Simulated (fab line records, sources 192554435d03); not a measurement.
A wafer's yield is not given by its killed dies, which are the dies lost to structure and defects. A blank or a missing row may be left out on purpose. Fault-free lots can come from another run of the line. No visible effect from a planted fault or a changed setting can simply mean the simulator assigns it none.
Which of the tools did it? ; flow n5_finfet ; 9 lots, 26 wafers sampled, at 6 steps of a route of 1938

## WHAT EACH GAUGE READ, for each wafer
N5_BEOL_M3_RS_MEAS_58: a four-point-probe measurement.
lot;measured;on;M3_RS (ohm/sq)
L944;day 7 18:59;film_metro-01;0.70 0.71 0.71
L945;day 7 22:19;film_metro-02;0.69 0.68 0.64
L947;day 8 06:54;film_metro-01;0.66 0.71 0.54
L948;day 8 14:49;film_metro-02;0.74 0.59
L949;day 9 01:50;film_metro-02;0.71 0.76 0.63
L955;day 10 08:20;film_metro-01;0.70 0.69 0.63
L960;day 11 05:26;film_metro-02;0.74 0.64 0.57
L961;day 11 10:31;film_metro-02;0.65 0.63 0.62
L965;day 12 17:35;film_metro-01;0.68 0.65 0.62

N5_BEOL_M4_INSPECT_13: inspects for defects (brightfield).
lot;measured;on;raw_defect_count
L944;day 7 19:58;defect_inspect-01;506 605 718
L945;day 8 01:10;defect_inspect-02;514 298 446
L947;day 8 10:00;defect_inspect-02;416 382 340
L948;day 8 16:01;defect_inspect-02;427 379
L949;day 9 03:36;defect_inspect-01;503 524 530
L955;day 10 09:04;defect_inspect-01;1228 1283 588
L960;day 11 07:04;defect_inspect-01;399 527 375
L961;day 11 11:15;defect_inspect-01;473 541 549
L965;day 12 19:04;defect_inspect-02;377 333 363

N5_BEOL_M4_RC_MEAS_101.
lot;measured;on;DIBL_N (mV/V);DIBL_P (mV/V);IOFF_N (nA/um);IOFF_P (nA/um);ION_N (uA/um);ION_P (uA/um);SS_N (mV/dec);SS_P (mV/dec);VT_N (mV);VT_P (mV)
L944;day 8 09:23;prober-01;34.7 33.8 37.8;35.3 35.0 38.8;0.13 0.13 0.20;0.19 0.19 0.25;665 687 689;459 467 467;71.2 71.0 71.7;73.2 73.7 74.1;251 249 246;-253 -251 -249
L945;day 8 09:34;prober-02;37.8 34.9 38.9;36.7 33.9 38.6;0.16 0.13 0.19;0.19 0.17 0.23;666 677 688;450 462 463;71.9 69.7 71.8;73.9 73.0 73.7;249 252 248;-254 -255 -251
L947;day 9 05:10;prober-01;35.7 36.3 37.7;36.9 38.2 40.2;0.18 0.17 0.23;0.19 0.19 0.24;677 667 700;453 456 467;71.6 71.6 72.0;73.4 73.1 73.6;243 253 244;-254 -253 -250
L948;day 9 08:22;prober-01;36.6 32.5;39.3 33.7;0.18 0.10;0.20 0.13;682 659;455 444;71.6 70.4;73.9 72.3;246 255;-253 -259
L949;day 9 11:35;prober-01;36.2 39.3 36.2;37.8 41.7 38.4;0.16 0.21 0.15;0.20 0.29 0.20;681 692 676;464 469 463;72.4 73.0 71.3;72.9 74.6 72.4;250 247 249;-251 -248 -251
L955;day 10 16:55;prober-02;34.7 41.5 35.7;34.0 41.0 35.2;0.14 0.31 0.15;0.24 0.40 0.25;676 701 664;480 489 473;70.9 72.6 70.8;73.9 74.7 72.8;251 239 253;-245 -237 -245
L960;day 11 15:13;prober-02;38.0 38.0 34.9;35.6 37.6 31.6;0.16 0.18 0.12;0.18 0.21 0.13;675 678 662;453 454 448;71.6 72.3 71.6;73.2 73.6 72.1;249 249 254;-254 -251 -256
L961;day 11 20:49;prober-02;38.1 40.9 38.4;35.3 38.5 35.4;0.18 0.22 0.16;0.24 0.30 0.23;688 693 669;475 478 459;72.0 72.2 71.9;73.1 74.1 73.5;249 243 252;-246 -244 -248
L965;day 13 03:29;prober-01;37.4 39.8 38.5;36.0 41.2 37.6;0.18 0.25 0.21;0.20 0.31 0.23;687 707 683;459 480 460;71.9 73.3 72.8;73.4 74.3 73.8;249 244 247;-252 -249 -250

## EACH LOT AND THE TOOL THAT RAN IT (in order: tool; ch and the chambers of the sampled wafers; start)
lot;N5_BEOL_M3_DEP_57;N5_BEOL_M4_PECVD_72;N5_BEOL_M4_HM_OPEN_17
L944;pecvd-02 ch 0,1, day 7 18:55;pecvd-03 ch 0,1, day 7 19:09;rie_metal-01 ch 0, day 7 20:17
L945;pecvd-02 ch 1,2, day 7 22:14;pecvd-02 ch 0,1, day 7 22:29;rie_metal-02 ch 0, day 8 01:43
L947;pecvd-04 ch 0,1, day 8 06:50;pecvd-02 ch 0,1,2, day 8 07:04;rie_metal-03 ch 0,1, day 8 10:20
L948;pecvd-02 ch 0, day 8 14:46;pecvd-02 ch 1,2, day 8 14:59;rie_metal-01 ch 0,1, day 8 16:19
L949;pecvd-01 ch 0,1,2, day 9 01:47;pecvd-04 ch 0,1, day 9 02:01;rie_metal-03 ch 0,1, day 9 03:56
L955;pecvd-02 ch 0,1, day 10 08:16;pecvd-02 ch 0,1, day 10 08:31;rie_metal-03 ch 0,1, day 10 09:23
L960;pecvd-04 ch 0,1, day 11 05:22;pecvd-03 ch 0,1,2, day 11 05:36;rie_metal-01 ch 0,1, day 11 07:30
L961;pecvd-04 ch 0,2, day 11 10:26;pecvd-04 ch 0,1, day 11 10:41;rie_metal-01 ch 0,1, day 11 11:32
L965;pecvd-01 ch 1,2, day 12 17:32;pecvd-04 ch 0,1, day 12 17:56;rie_metal-02 ch 0,1, day 12 19:22
- N5_BEOL_M3_DEP_57: deposits SiCN from 3MS/NH3, target thk 8 nm, time 14 s.
- N5_BEOL_M4_PECVD_72: deposits SiO2 from TEOS/O2, target thk 16 nm, time 18 s.
- N5_BEOL_M4_HM_OPEN_17: chemistry Cl2/BCl3, target TiN, target depth 20 nm, overetch 6 nm.

## AS READ BY THE TOOLS THEMSELVES (means over the sampled wafers that have a number; for cases with no such wafer, the mark the record gives instead)
N5_BEOL_M3_DEP_57.
lot;tool;showerhead_plenum_p_Torr (Torr);throttle_valve_pct (%)
L944;pecvd-02;3.663;9.5
L945;pecvd-02;3.658;9.1
L947;pecvd-04;3.674;9.5
L948;pecvd-02;3.659;9.6
L949;pecvd-01;3.668;9.1
L955;pecvd-02;3.673;9.4
L960;pecvd-04;3.662;9.6
L961;pecvd-04;3.671;9.0
L965;pecvd-01;3.671;9.3

N5_BEOL_M4_PECVD_72.
lot;tool;heater_power_w (W);showerhead_plenum_p_Torr (Torr);throttle_valve_pct (%)
L944;pecvd-03;562;8.79;22.3
L945;pecvd-02;650;8.79;23.3
L947;pecvd-02;701;8.77;22.7
L948;pecvd-02;682;8.80;22.4
L949;pecvd-04;622;8.82;24.2
L955;pecvd-02;625;8.80;23.4
L960;pecvd-03;663;8.78;22.1
L961;pecvd-04;631;8.80;23.8
L965;pecvd-04;664;8.80;23.8

N5_BEOL_M4_HM_OPEN_17.
lot;tool;bias_w (W);chamber_pressure_mTorr (mTorr);drypump_motor_current_A (A);oes_product_au (a.u.);throttle_valve_pct (%)
L944;rie_metal-01;125.6;9.994;5.9;0.64;21.96
L945;rie_metal-02;126.0;10.007;6.6;0.72;21.80
L947;rie_metal-03;125.5;10.009;5.4;0.66;22.05
L948;rie_metal-01;126.2;9.997;5.7;0.72;21.91
L949;rie_metal-03;125.7;10.000;5.4;0.67;22.05
L955;rie_metal-03;125.8;10.001;5.4;0.66;22.06
L960;rie_metal-01;125.7;9.997;5.7;0.67;21.95
L961;rie_metal-01;125.9;9.995;5.8;0.66;21.97
L965;rie_metal-02;126.1;10.008;6.3;0.70;21.86

## THE ANSWER, worked out from the rows above alone
Rule: usual is defined by the lots themselves. The widest of any qualifying gaps counts: lots, ordered by their means at a reading, are off when they make up no more than a third of the lots, leave a main group of 4 or more, and stand apart from it by 3 or more times the standard deviation of that group's means. If all means in a main group match to the digits the tables above print for the reading, that group is not used. A lot without any number at a reading at which 4 lots or more have one is off too. All remaining lots with rows at the step are treated as sound. First the gauges in route order, then the tools' own readings, where a lot's mean is used as printed above. The first step at which some lot is off is used, and at that step the reading that is off furthest; a lot without a number counts as furthest.
Off: L955 (N5_BEOL_M4_INSPECT_13, raw_defect_count). The main group: mean 455, standard deviation 81.
A tool fits if, at a process step before that reading, it ran every lot that is off, and no sound lot after the first of them. The gauges at N5_BEOL_M4_INSPECT_13 are tried like those tools. One fits: N5_BEOL_M3_DEP_57 and N5_BEOL_M4_PECVD_72 on pecvd-02. At N5_BEOL_M3_DEP_57 its last sound lot is L948 (day 8 14:46), its first lot that is off L955 (day 10 08:16): a fault that began between those two fits.

## WHAT WAS PUT IN BY THE SIMULATOR
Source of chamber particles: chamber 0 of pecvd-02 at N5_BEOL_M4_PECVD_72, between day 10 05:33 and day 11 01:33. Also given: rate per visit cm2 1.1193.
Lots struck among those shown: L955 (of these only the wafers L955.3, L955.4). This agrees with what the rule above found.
